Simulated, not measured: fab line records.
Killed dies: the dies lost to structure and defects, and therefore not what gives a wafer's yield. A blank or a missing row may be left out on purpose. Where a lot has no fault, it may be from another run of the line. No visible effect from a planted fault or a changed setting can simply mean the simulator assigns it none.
fab line records	flow n5Finfet
[record] lots = 24	wafers = 72	lastDay = 21
route steps=1938 shown BEOL_M7@1325 BEOL_M8@1346
lots untouched by any fault: they come from a run of this same line in which no faults occurred
startH: the number of hours between the record's first day and the start of the first shown wafer of the lot	waitH: how many hours have passed since the lot's step before this one	" identical to the entry in the row above	L1.1+2: one row covering several wafers at once	- no value present, or no start provided	* or withheld: withheld	< > ~ a bound
route shown NAME@n: NAME is a module with steps in the file, n the number in the route of the first one	usual: average and standard deviation across the fault-free wafers	same: alike in all rows	chamber/n: place in a boat	sites: per-site readings	_std_site: their standard deviation	_edge_site: inner sites' mean taken away from outer sites' mean	radiusMm: for every site, how far away it sits from the centre of the wafer	mask NAME#n: copy n	behind: tool/chamber where the wafer was last shaped	hold: cause of the lot's hold/its duration in hours/its outcome	device: whichever transistor did not switch (one of n, p or np)	end of line: the same wafers' tests at the end of the route	where a step has no rows: the recipe by itself	killed: at the first sort, the dies lost to defects and structure; wafer yield is something else	map: per-die view of a wafer (x killed, . not killed, _ where there is no die)
set.NAME: the setting that was run; set.NAME@STEP: the one run at that earlier step	model.NAME: the simulator's own value behind a step, which no gauge read
route steps across a sampled set of lots; one table per step, one row per wafer
services: from which hour (startH, from the record's first day; less than 0 if before it) a tool's chamber was out of use, for how many hours, and why
[[steps]]
[step N5_BEOL_M7_ANNEAL_51]
[recipe] tempC = 225	timeS = 90	ambient = N2
[usual] wafer_temp_C_max = 226.11/0.28
lot.wafer	tool	chamber	startH	waitH	wafer_temp_C_max
L074.1	rtpAnneal-02	0	273.66	0.6	226.09
L074.4	"	0	"	"	226.07
L074.6	"	0	"	"	225.94
L077.2	rtpAnneal-01	0	289.55	0.2	226.07
L077.3	"	0	"	"	226.14
L077.5	"	0	"	"	226.15
L075.2	rtpAnneal-01	0	299.27	0.2	226.35
L075.3	"	0	"	"	225.89
L075.4	"	0	"	"	226.50
L076.2	rtpAnneal-01	0	300.50	0.3	226.59
L076.4	"	0	"	"	226.80
L076.6	"	0	"	"	225.97
L080.2	rtpAnneal-01	0	306.01	0.5	226.93
L080.4	"	0	"	"	226.21
L080.5	"	0	"	"	226.05
L078.2	rtpAnneal-02	0	309.13	0.1	225.74
L078.4	"	0	"	"	225.82
L078.5	"	0	"	"	225.97
L082.3	rtpAnneal-02	0	314.60	0.1	225.86
L082.4	"	0	"	"	225.93
L082.6	"	0	"	"	226.12
L079.4	rtpAnneal-02	0	318.60	0.3	226.06
L079.5	"	0	"	"	225.89
L079.6	"	0	"	"	225.89
L086.2	rtpAnneal-02	0	328.84	0.3	225.89
L086.3	"	0	"	"	226.15
L086.4	"	0	"	"	225.76
L081.3	rtpAnneal-01	0	339.36	0.1	226.19
L081.5	"	0	"	"	226.76
L081.6	"	0	"	"	226.34
L084.1	rtpAnneal-01	0	341.31	0.1	226.05
L084.4	"	0	"	"	225.85
L084.5	"	0	"	"	226.24
L083.2	rtpAnneal-02	0	341.57	0.2	225.57
L083.3	"	0	"	"	225.79
L083.6	"	0	"	"	226.10
L085.2	rtpAnneal-01	0	361.52	0.2	226.11
L085.3	"	0	"	"	225.95
L085.4	"	0	"	"	226.05
L090.3	rtpAnneal-01	0	374.04	0.1	226.23
L090.4	"	0	"	"	226.13
L090.6	"	0	"	"	226.07
L089.1	rtpAnneal-01	0	384.47	0.1	226.17
L089.2	"	0	"	"	226.31
L089.4	"	0	"	"	226.52
L088.2	rtpAnneal-01	0	386.11	0.3	226.26
L088.5	"	0	"	"	226.24
L088.6	"	0	"	"	226.08
L087.1	rtpAnneal-02	0	388.51	0.1	226.15
L087.2	"	0	"	"	226.34
L087.6	"	0	"	"	226.25
L091.3	rtpAnneal-01	0	393.04	0.3	225.95
L091.4	"	0	"	"	225.86
L091.5	"	0	"	"	226.00
L092.2	rtpAnneal-02	0	393.08	0.3	225.85
L092.3	"	0	"	"	225.99
L092.5	"	0	"	"	225.74
L094.2	rtpAnneal-01	0	396.02	0.3	226.20
L094.3	"	0	"	"	226.21
L094.4	"	0	"	"	225.90
L096.1	rtpAnneal-02	0	397.58	0.5	225.89
L096.2	"	0	"	"	225.94
L096.5	"	0	"	"	225.98
L093.2	rtpAnneal-01	0	417.60	0.1	225.67
L093.3	"	0	"	"	226.17
L093.6	"	0	"	"	226.16
L095.1	rtpAnneal-02	0	418.46	0.1	225.71
L095.2	"	0	"	"	225.79
L095.6	"	0	"	"	226.07
L097.4	rtpAnneal-02	0	430.53	0.9	225.69
L097.5	"	0	"	"	226.14
L097.6	"	0	"	"	225.61
[step N5_BEOL_M8_OVL_MEAS_12]
[recipe] pointsPerWafer = 44
[usual] M8_OVL = -0.4/0.74
lot.wafer	tool	chamber	startH	waitH	M8_OVL[nm]
L074.1	overlay-01	0	276.77	0.0	-0.2
L074.4	"	0	"	"	0.8
L074.6	"	0	"	"	0.0
L077.2	overlay-01	0	292.96	0.0	-0.7
L077.3	"	0	"	"	-0.5
L077.5	"	0	"	"	0.4
L075.2	overlay-01	0	301.14	0.0	-0.4
L075.3	"	0	"	"	-0.9
L075.4	"	0	"	"	-1.2
L076.2	overlay-01	0	304.18	0.0	0.4
L076.4	"	0	"	"	0.4
L076.6	"	0	"	"	0.2
L080.2	overlay-01	0	308.64	0.0	0.7
L080.4	"	0	"	"	0.3
L080.5	"	0	"	"	-0.3
L078.2	overlay-01	0	313.56	0.0	-1.0
L078.4	"	0	"	"	-0.1
L078.5	"	0	"	"	0.0
L082.3	overlay-01	0	317.42	0.0	0.3
L082.4	"	0	"	"	0.0
L082.6	"	0	"	"	0.3
L079.4	overlay-01	0	321.20	0.0	-0.2
L079.5	"	0	"	"	-0.6
L079.6	"	0	"	"	1.8
L086.2	overlay-02	0	335.81	0.0	-1.4
L086.3	"	0	"	"	-1.0
L086.4	"	0	"	"	-1.0
L081.3	overlay-02	0	344.27	0.0	-1.2
L081.5	"	0	"	"	-0.3
L081.6	"	0	"	"	-0.7
L084.1	overlay-01	0	352.10	0.0	-0.8
L084.4	"	0	"	"	-0.1
L084.5	"	0	"	"	-0.4
L083.2	overlay-01	0	354.19	0.0	0.5
L083.3	"	0	"	"	-0.8
L083.6	"	0	"	"	0.2
L085.2	overlay-02	0	369.20	0.0	0.1
L085.3	"	0	"	"	-1.0
L085.4	"	0	"	"	0.0
L090.3	overlay-02	0	377.80	0.0	0.1
L090.4	"	0	"	"	0.6
L090.6	"	0	"	"	0.6
L089.1	overlay-02	0	389.22	0.1	-1.9
L089.2	"	0	"	"	-1.6
L089.4	"	0	"	"	-2.4
L088.2	overlay-02	0	389.48	0.0	0.1
L088.5	"	0	"	"	0.3
L088.6	"	0	"	"	-0.5
L087.1	overlay-02	0	392.65	0.0	-1.1
L087.2	"	0	"	"	-0.4
L087.6	"	0	"	"	-0.4
L091.3	overlay-02	0	396.01	0.0	-0.7
L091.4	"	0	"	"	-1.3
L091.5	"	0	"	"	-0.6
L092.2	overlay-02	0	396.18	0.0	-0.4
L092.3	"	0	"	"	-0.4
L092.5	"	0	"	"	-1.2
L094.2	overlay-02	0	400.39	0.0	-0.6
L094.3	"	0	"	"	-1.6
L094.4	"	0	"	"	-1.2
L096.1	overlay-02	0	400.85	0.0	-0.6
L096.2	"	0	"	"	-0.2
L096.5	"	0	"	"	-0.3
L093.2	overlay-02	0	423.24	0.0	-0.1
L093.3	"	0	"	"	-1.8
L093.6	"	0	"	"	-0.4
L095.1	overlay-02	0	423.75	0.0	0.7
L095.2	"	0	"	"	0.6
L095.6	"	0	"	"	1.1
L097.4	overlay-02	0	433.94	0.0	-1.3
L097.5	"	0	"	"	-0.7
L097.6	"	0	"	"	0.1
[step N5_BEOL_M8_STRIP_67]
[recipe] chemistry = CF4	resist = SiARC	powerW = 300	biasPowerW = 75	pressureMtorr = 50	cf4FlowSccm = 150	rfFrequencyHz = 6e+07
[usual] drypumpMotorCurrentA = 5.70/0.18	oesProductAu = 0.78/0.066	rfVppV = 270.6/1.4	showerheadPlenumPTorr = 1.77/0.05	throttleValvePct = 13.65/0.26
lot.wafer	tool	chamber	startH	waitH	drypumpMotorCurrentA	oesProductAu	rfHoursCounterH	rfVppV	showerheadPlenumPTorr	throttleValvePct
L074.1	rieDiel-03	3	277.25	0.0	5.64	0.77	156	271.6	1.72	13.56
L074.4	"	1	"	"	5.76	0.77	148	272.0	1.71	13.69
L074.6	"	2	"	"	5.96	0.71	-	273.9	1.84	13.73
L077.2	rieDiel-01	1	293.38	0.0	5.55	0.80	107	273.1	1.87	13.65
L077.3	"	3	"	"	5.87	0.90	25	268.3	1.78	13.27
L077.5	"	0	"	"	5.74	0.79	-	266.8	1.74	13.63
L075.2	rieDiel-03	3	301.59	0.0	5.64	0.77	162	270.1	1.71	13.59
L075.3	"	2	"	"	5.95	0.72	215	273.3	1.84	13.76
L075.4	"	0	"	"	5.54	0.67	247	270.0	1.76	13.77
L076.2	rieDiel-01	3	304.48	0.0	5.80	0.90	28	270.6	1.78	13.29
L076.4	"	2	"	"	5.63	0.72	205	270.8	1.77	14.06
L076.6	"	2	"	"	5.63	0.73	-	271.2	1.77	14.04
L080.2	rieDiel-03	2	308.93	0.0	5.96	0.71	217	271.2	1.84	13.77
L080.4	"	3	"	"	5.63	0.77	165	270.4	1.71	13.58
L080.5	"	3	"	"	5.66	0.77	-	269.6	1.71	13.56
L078.2	rieDiel-01	3	313.86	0.0	5.84	0.89	32	271.2	1.78	13.32
L078.4	"	2	"	"	5.64	0.72	209	271.1	1.77	14.08
L078.5	"	2	"	"	5.63	0.73	-	270.0	1.77	14.05
L082.3	rieDiel-04	0	318.08	0.0	5.87	0.85	57	270.3	1.75	13.64
L082.4	"	1	"	"	5.91	0.86	44	269.3	1.74	13.34
L082.6	"	1	"	"	5.91	0.88	-	270.4	1.74	13.30
L079.4	rieDiel-01	2	321.49	0.0	5.62	0.73	211	269.6	1.77	14.05
L079.5	"	0	"	"	5.71	0.78	-	270.1	1.74	13.64
L079.6	"	3	"	"	5.87	0.89	-	271.6	1.78	13.29
L086.2	rieDiel-03	3	336.10	0.0	5.64	0.76	179	269.7	1.71	13.63
L086.3	"	1	"	"	5.78	0.74	174	269.4	1.71	13.73
L086.4	"	1	"	"	5.77	0.75	-	269.8	1.71	13.76
L081.3	rieDiel-01	2	344.60	0.0	5.63	0.72	220	270.4	1.77	14.09
L081.5	"	3	"	"	5.85	0.88	-	269.5	1.78	13.31
L081.6	"	2	"	"	5.61	0.71	-	270.7	1.77	14.10
L084.1	rieDiel-03	1	352.53	0.0	5.75	0.74	183	268.8	1.70	13.78
L084.4	"	0	"	"	5.52	0.94	5	271.2	1.76	13.19
L084.5	"	2	"	"	5.96	0.69	-	273.0	1.83	13.82
L083.2	rieDiel-01	1	354.54	0.0	5.54	0.77	130	273.1	1.87	13.71
L083.3	"	2	"	"	5.64	0.71	223	270.0	1.77	14.09
L083.6	"	3	"	"	5.88	0.86	-	271.2	1.78	13.32
L085.2	rieDiel-01	3	369.50	0.0	5.88	0.85	51	270.4	1.78	13.34
L085.3	"	1	"	"	5.52	0.77	134	272.7	1.86	13.71
L085.4	"	2	"	"	5.63	0.71	228	271.6	1.77	14.10
L090.3	rieDiel-01	0	378.31	0.0	5.74	0.76	158	270.2	1.73	13.69
L090.4	"	3	"	"	5.86	0.85	54	269.5	1.78	13.34
L090.6	"	3	"	"	5.88	0.85	-	271.3	1.78	13.35
L089.1	rieDiel-04	3	389.51	0.0	5.23	0.70	234	271.3	1.84	14.11
L089.2	"	1	"	"	5.90	0.84	67	269.3	1.73	13.37
L089.4	"	2	"	"	5.42	0.88	47	272.4	1.82	13.36
L088.2	rieDiel-04	2	389.78	0.0	5.43	0.88	47	271.9	1.82	13.35
L088.5	"	0	"	"	5.85	0.82	-	269.9	1.75	13.69
L088.6	"	3	"	"	5.23	0.70	-	271.4	1.84	14.10
L087.1	rieDiel-01	1	392.94	0.0	5.59	0.76	142	271.0	1.86	13.72
L087.2	"	0	"	"	5.76	0.76	163	268.7	1.73	13.70
L087.6	"	0	"	"	5.71	0.76	-	267.1	1.73	13.70
L091.3	rieDiel-01	2	396.33	0.0	5.64	0.70	237	269.1	1.77	14.11
L091.4	"	1	"	"	5.53	0.76	-	271.7	1.86	13.73
L091.5	"	2	"	"	5.63	0.71	-	269.4	1.77	14.12
L092.2	rieDiel-01	2	396.58	0.0	5.64	0.70	237	271.7	1.77	14.12
L092.3	"	3	"	"	5.86	0.85	60	268.9	1.77	13.37
L092.5	"	3	"	"	5.87	0.85	-	269.3	1.77	13.37
L094.2	rieDiel-03	1	401.16	0.0	5.79	0.72	200	269.7	1.70	13.79
L094.3	"	0	"	"	5.52	0.88	24	269.6	1.75	13.26
L094.4	"	3	"	"	5.67	0.74	-	269.5	1.70	13.68
L096.1	rieDiel-03	3	401.49	0.0	5.63	0.74	206	269.3	1.70	13.67
L096.2	"	0	"	"	5.54	0.88	24	270.5	1.75	13.23
L096.5	"	3	"	"	5.67	0.74	-	269.9	1.70	13.68
L093.2	rieDiel-04	2	423.99	0.0	5.42	0.86	59	271.7	1.82	13.36
L093.3	"	0	"	"	5.83	0.81	92	270.1	1.74	13.72
L093.6	"	2	"	"	5.42	0.86	-	270.8	1.82	13.38
L095.1	rieDiel-01	3	424.35	0.0	5.89	0.83	73	269.5	1.77	13.38
L095.2	"	2	"	"	5.63	0.69	249	270.4	1.76	14.15
L095.6	"	2	"	"	5.63	0.70	-	270.8	1.76	14.17
L097.4	rieDiel-04	1	434.24	0.0	5.87	0.82	84	270.3	1.73	13.42
L097.5	"	3	"	"	5.21	0.70	-	272.4	1.84	14.12
L097.6	"	0	"	"	5.87	0.81	-	271.3	1.74	13.73
[step N5_BEOL_M8_STRIP_19]
[recipe] chemistry = O2	powerW = 400	tempC = 40	pressureMtorr = 30	rfFrequencyHz = 6e+07	biasPowerW = 0	overashFraction = 0.2	o2FlowSccm = 225
[usual] drypumpMotorCurrentA = 5.68/0.19	oesProductAu = 0.79/0.076	rfVppV = 3.5/0.65	showerheadPlenumPTorr = 2.06/0.065	tempC = 40.00/0.12	throttleValvePct = 16.68/0.3
lot.wafer	tool	chamber	startH	waitH	drypumpMotorCurrentA	oesProductAu	rfHoursCounterH	rfVppV	showerheadPlenumPTorr	tempC	throttleValvePct
L074.1	rieDiel-03	1	277.42	0.1	5.77	0.75	148	3.4	2.02	40.05	16.92
L074.4	"	3	"	"	5.65	0.77	156	4.6	1.97	39.95	16.47
L074.6	"	0	"	"	5.51	0.68	-	3.2	2.08	39.96	16.87
L077.2	rieDiel-01	1	293.54	0.1	5.55	0.80	107	3.7	2.17	40.01	16.61
L077.3	"	3	"	"	5.86	0.89	25	4.8	2.03	39.98	16.13
L077.5	"	1	"	"	5.53	0.80	-	3.3	2.17	39.98	16.61
L075.2	rieDiel-03	1	301.77	0.1	5.76	0.74	157	3.5	2.01	39.77	16.91
L075.3	"	2	"	"	5.95	0.70	215	4.1	2.15	40.38	16.77
L075.4	"	3	"	"	5.62	0.77	163	3.0	1.97	40.08	16.48
L076.2	rieDiel-01	0	304.66	0.1	5.73	0.80	133	3.9	2.00	40.20	16.61
L076.4	"	3	"	"	5.85	0.89	28	3.4	2.03	40.05	16.14
L076.6	"	3	"	"	5.89	0.89	-	3.1	2.03	40.27	16.17
L080.2	rieDiel-01	1	309.17	0.2	5.52	0.80	114	4.3	2.17	40.35	16.64
L080.4	"	2	"	"	5.66	0.71	207	3.9	2.07	39.97	17.11
L080.5	"	2	"	"	5.64	0.71	-	2.9	2.07	40.01	17.14
L078.2	rieDiel-04	0	314.01	0.1	5.84	0.87	55	2.3	2.06	39.89	16.84
L078.4	"	2	"	"	5.40	0.92	24	3.0	2.15	39.91	16.47
L078.5	"	3	"	"	5.25	0.71	-	3.1	2.17	40.24	17.15
L082.3	rieDiel-01	0	318.23	0.1	5.73	0.79	138	4.0	2.00	40.12	16.63
L082.4	"	1	"	"	5.56	0.78	117	3.3	2.16	40.02	16.63
L082.6	"	3	"	"	5.87	0.87	-	3.3	2.03	40.04	16.18
L079.4	rieDiel-04	3	321.82	0.2	5.24	0.70	212	4.2	2.17	39.72	17.18
L079.5	"	3	"	"	5.22	0.69	-	3.3	2.17	39.95	17.17
L079.6	"	2	"	"	5.40	0.92	-	3.4	2.15	39.99	16.45
L086.2	rieDiel-04	3	336.25	0.1	5.23	0.70	216	3.4	2.17	39.97	17.18
L086.3	"	1	"	"	5.93	0.86	49	4.3	2.05	39.98	16.54
L086.4	"	3	"	"	5.24	0.71	-	4.0	2.17	40.08	17.17
L081.3	rieDiel-01	0	344.87	0.1	5.73	0.78	147	4.1	2.00	39.88	16.64
L081.5	"	0	"	"	5.67	0.78	-	3.2	2.00	39.85	16.65
L081.6	"	1	"	"	5.55	0.79	-	3.9	2.16	40.21	16.65
L084.1	rieDiel-01	1	352.68	0.1	5.54	0.78	129	3.3	2.16	39.94	16.67
L084.4	"	0	"	"	5.75	0.78	150	3.2	2.00	39.95	16.65
L084.5	"	0	"	"	5.75	0.77	-	2.9	2.00	40.03	16.63
L083.2	rieDiel-01	0	354.93	0.3	5.77	0.77	151	4.0	2.00	39.81	16.65
L083.3	"	1	"	"	5.51	0.77	130	2.6	2.16	40.04	16.65
L083.6	"	0	"	"	5.74	0.77	-	3.3	2.00	40.04	16.64
L085.2	rieDiel-03	0	369.65	0.1	5.52	0.93	11	4.4	2.07	40.04	16.42
L085.3	"	1	"	"	5.77	0.72	188	3.4	2.00	39.90	16.99
L085.4	"	2	"	"	5.95	0.69	243	3.0	2.14	39.86	16.83
L090.3	rieDiel-01	2	378.46	0.1	5.64	0.69	231	4.1	2.06	39.85	17.17
L090.4	"	3	"	"	5.86	0.86	54	2.8	2.02	40.15	16.18
L090.6	"	0	"	"	5.74	0.76	-	3.0	2.00	40.01	16.64
L089.1	rieDiel-01	2	389.67	0.1	5.65	0.70	235	3.6	2.06	39.94	17.17
L089.2	"	1	"	"	5.57	0.77	141	2.6	2.16	39.89	16.67
L089.4	"	3	"	"	5.85	0.85	58	2.6	2.02	40.03	16.22
L088.2	rieDiel-04	1	389.93	0.1	5.91	0.86	67	4.3	2.04	40.07	16.56
L088.5	"	1	"	"	5.90	0.86	-	3.6	2.04	40.07	16.56
L088.6	"	2	"	"	5.36	0.87	-	2.5	2.14	40.28	16.50
L087.1	rieDiel-03	0	393.19	0.2	5.53	0.90	20	2.7	2.06	39.91	16.42
L087.2	"	3	"	"	5.67	0.72	202	3.4	1.95	40.13	16.54
L087.6	"	3	"	"	5.65	0.73	-	3.3	1.95	40.02	16.57
L091.3	rieDiel-04	3	396.57	0.1	5.24	0.69	236	3.7	2.16	39.94	17.20
L091.4	"	2	"	"	5.44	0.86	49	3.5	2.14	40.16	16.51
L091.5	"	0	"	"	5.85	0.83	-	3.9	2.05	40.08	16.90
L092.2	rieDiel-01	2	396.73	0.1	5.63	0.70	237	2.6	2.06	39.97	17.16
L092.3	"	3	"	"	5.85	0.85	60	2.8	2.02	39.96	16.22
L092.5	"	1	"	"	5.55	0.77	-	3.8	2.16	40.09	16.69
L094.2	rieDiel-01	0	401.36	0.1	5.72	0.76	165	4.2	1.99	39.90	16.68
L094.3	"	1	"	"	5.53	0.75	145	2.6	2.16	39.94	16.71
L094.4	"	3	"	"	5.83	0.83	63	3.3	2.02	39.90	16.23
L096.1	rieDiel-03	1	401.64	0.1	5.74	0.71	200	4.6	2.00	39.84	17.02
L096.2	"	0	"	"	5.54	0.90	24	3.7	2.06	40.09	16.41
L096.5	"	0	"	"	5.53	0.88	-	2.5	2.06	40.08	16.43
L093.2	rieDiel-03	3	424.23	0.2	5.64	0.72	216	4.5	1.95	39.94	16.58
L093.3	"	0	"	"	5.52	0.88	33	3.7	2.06	40.04	16.46
L093.6	"	0	"	"	5.53	0.87	-	3.2	2.06	40.04	16.46
L095.1	rieDiel-03	2	424.57	0.1	5.93	0.97	3	3.7	2.13	39.95	16.37
L095.2	"	3	"	"	5.65	0.73	216	2.5	1.95	40.05	16.57
L095.6	"	0	"	"	5.55	0.87	-	3.9	2.06	40.10	16.46
L097.4	rieDiel-04	3	434.40	0.1	5.26	0.69	240	3.7	2.16	39.87	17.20
L097.5	"	1	"	"	5.85	0.82	-	3.2	2.04	39.98	16.57
L097.6	"	2	"	"	5.38	0.84	-	4.1	2.13	40.13	16.54
[step N5_BEOL_M8_OVL_MEAS_29]
[recipe] pointsPerWafer = 522
[usual] V7_OVL = 0.2/0.78
lot.wafer	tool	chamber	startH	waitH	V7_OVL[nm]
L074.1	overlay-02	0	278.91	0.0	-0.7
L074.4	"	0	"	"	-0.3
L074.6	"	0	"	"	0.4
L077.2	overlay-01	0	294.00	0.0	0.6
L077.3	"	0	"	"	1.7
L077.5	"	0	"	"	0.4
L075.2	overlay-01	0	303.35	0.0	1.1
L075.3	"	0	"	"	-0.3
L075.4	"	0	"	"	0.7
L076.2	overlay-01	0	307.01	0.0	1.4
L076.4	"	0	"	"	0.9
L076.6	"	0	"	"	0.6
L080.2	overlay-01	0	312.35	0.0	-0.8
L080.4	"	0	"	"	-0.4
L080.5	"	0	"	"	0.1
L078.2	overlay-01	0	316.04	0.0	0.2
L078.4	"	0	"	"	1.1
L078.5	"	0	"	"	1.4
L082.3	overlay-01	0	321.42	0.0	1.0
L082.4	"	0	"	"	1.3
L082.6	"	0	"	"	1.5
L079.4	overlay-02	0	324.98	0.0	-1.1
L079.5	"	0	"	"	-1.7
L079.6	"	0	"	"	-1.1
L086.2	overlay-02	0	336.90	0.0	-0.3
L086.3	"	0	"	"	-0.1
L086.4	"	0	"	"	-0.2
L081.3	overlay-02	0	345.89	0.0	1.3
L081.5	"	0	"	"	0.0
L081.6	"	0	"	"	1.0
L084.1	overlay-01	0	353.23	0.0	0.2
L084.4	"	0	"	"	0.9
L084.5	"	0	"	"	0.1
L083.2	overlay-02	0	355.39	0.0	-0.4
L083.3	"	0	"	"	1.0
L083.6	"	0	"	"	-0.6
L085.2	overlay-01	0	372.87	0.0	0.2
L085.3	"	0	"	"	1.3
L085.4	"	0	"	"	0.4
L090.3	overlay-01	0	380.26	0.0	-0.9
L090.4	"	0	"	"	0.2
L090.6	"	0	"	"	0.6
L088.2	overlay-02	0	391.68	0.0	0.9
L088.5	"	0	"	"	1.1
L088.6	"	0	"	"	0.1
L089.1	overlay-02	0	391.77	0.0	-0.6
L089.2	"	0	"	"	-0.2
L089.4	"	0	"	"	0.8
L087.1	overlay-01	0	394.67	0.0	0.8
L087.2	"	0	"	"	0.7
L087.6	"	0	"	"	-0.2
L091.3	overlay-01	0	399.90	0.0	0.6
L091.4	"	0	"	"	0.8
L091.5	"	0	"	"	1.6
L092.2	overlay-02	0	400.21	0.0	-0.3
L092.3	"	0	"	"	0.2
L092.5	"	0	"	"	0.3
L094.2	overlay-01	0	402.96	0.0	-1.3
L094.3	"	0	"	"	0.3
L094.4	"	0	"	"	-1.1
L096.1	overlay-01	0	403.36	0.0	0.9
L096.2	"	0	"	"	0.4
L096.5	"	0	"	"	0.5
L093.2	overlay-02	0	424.64	0.0	-0.2
L093.3	"	0	"	"	0.1
L093.6	"	0	"	"	0.7
L095.1	overlay-02	0	424.98	0.0	-1.5
L095.2	"	0	"	"	-0.8
L095.6	"	0	"	"	-0.9
L097.4	overlay-02	0	435.04	0.0	0.8
L097.5	"	0	"	"	-0.6
L097.6	"	0	"	"	0.2
[step N5_BEOL_M8_DEGAS_44]
[recipe] ambient = vacuum	tempC = 250	timeS = 60
[usual] heaterPowerW = 307/28
lot.wafer	tool	chamber	startH	waitH	heaterPowerW
L074.1	pvdSputter-02	-	279.97	0.3	342
L074.4	"	-	"	"	322
L074.6	"	-	"	"	305
L077.2	pvdSputter-02	-	296.23	1.0	285
L077.3	"	-	"	"	343
L077.5	"	-	"	"	350
L075.2	pvdSputter-03	-	304.50	0.3	304
L075.3	"	-	"	"	265
L075.4	"	-	"	"	332
L076.2	pvdSputter-02	-	308.59	0.8	280
L076.4	"	-	"	"	346
L076.6	"	-	"	"	282
L080.2	pvdSputter-02	-	314.05	0.4	288
L080.4	"	-	"	"	283
L080.5	"	-	"	"	337
L078.2	pvdSputter-02	-	317.61	0.3	278
L078.4	"	-	"	"	279
L078.5	"	-	"	"	276
L082.3	pvdSputter-02	-	322.45	0.2	284
L082.4	"	-	"	"	346
L082.6	"	-	"	"	312
L079.4	pvdSputter-03	-	326.22	0.3	297
L079.5	"	-	"	"	320
L079.6	"	-	"	"	266
L086.2	pvdSputter-03	-	338.80	0.8	318
L086.3	"	-	"	"	304
L086.4	"	-	"	"	270
L081.3	pvdSputter-03	-	356.34	0.4	323
L081.5	"	-	"	"	266
L081.6	"	-	"	"	328
L084.1	pvdSputter-03	-	360.55	1.5	267
L084.4	"	-	"	"	316
L084.5	"	-	"	"	266
L083.2	pvdSputter-01	-	361.76	0.4	317
L083.3	"	-	"	"	352
L083.6	"	-	"	"	363
L085.2	pvdSputter-03	-	374.69	0.2	320
L085.3	"	-	"	"	298
L085.4	"	-	"	"	330
L090.3	pvdSputter-03	-	381.61	0.4	311
L090.4	"	-	"	"	303
L090.6	"	-	"	"	328
L088.2	pvdSputter-02	-	392.72	0.2	309
L088.5	"	-	"	"	281
L088.6	"	-	"	"	342
L089.1	pvdSputter-03	-	393.01	0.3	323
L089.2	"	-	"	"	263
L089.4	"	-	"	"	341
L087.1	pvdSputter-02	-	396.02	0.3	306
L087.2	"	-	"	"	287
L087.6	"	-	"	"	311
L091.3	pvdSputter-02	-	401.18	0.2	273
L091.4	"	-	"	"	282
L091.5	"	-	"	"	348
L092.2	pvdSputter-01	-	401.97	0.2	347
L092.3	"	-	"	"	366
L092.5	"	-	"	"	318
L094.2	pvdSputter-03	-	404.80	0.3	322
L094.3	"	-	"	"	302
L094.4	"	-	"	"	324
L096.1	pvdSputter-03	-	405.24	0.5	272
L096.2	"	-	"	"	323
L096.5	"	-	"	"	268
L093.2	pvdSputter-03	-	425.85	0.3	301
L093.3	"	-	"	"	274
L093.6	"	-	"	"	304
L095.1	pvdSputter-03	-	428.39	2.0	326
L095.2	"	-	"	"	317
L095.6	"	-	"	"	323
L097.4	pvdSputter-01	-	436.50	0.6	366
L097.5	"	-	"	"	346
L097.6	"	-	"	"	360
[[services]]
tool	chamber	startH	hours	kind
rieDiel-03	3	254.51	19.3	repair
rtpAnneal-02	-	255.75	3.0	pm
rieDiel-03	3	289.92	5.3	repair
rieDiel-04	0	298.90	4.3	repair
rieDiel-03	0	309.46	-	clean
rieDiel-03	0	309.46	-	consumableReplace:focusRing
rieDiel-03	0	309.46	30.7	scheduledDown
rieDiel-03	0	309.46	30.7	ventCycle
rieDiel-04	2	332.82	4.0	repair
rieDiel-03	2	390.73	-	clean
rieDiel-03	2	390.73	-	consumableReplace:focusRing
rieDiel-03	2	390.73	25.9	scheduledDown
rieDiel-03	2	390.73	25.9	ventCycle
rieDiel-01	0	394.03	3.4	repair
rieDiel-04	3	403.00	26.1	repair
rieDiel-01	1	409.37	8.5	repair
rieDiel-03	1	417.77	8.0	repair
rieDiel-01	2	426.22	-	clean
rieDiel-01	2	426.22	-	consumableReplace:focusRing
rieDiel-01	2	426.22	24.0	scheduledDown
rieDiel-01	2	426.22	24.0	ventCycle
[[key]]
fault none
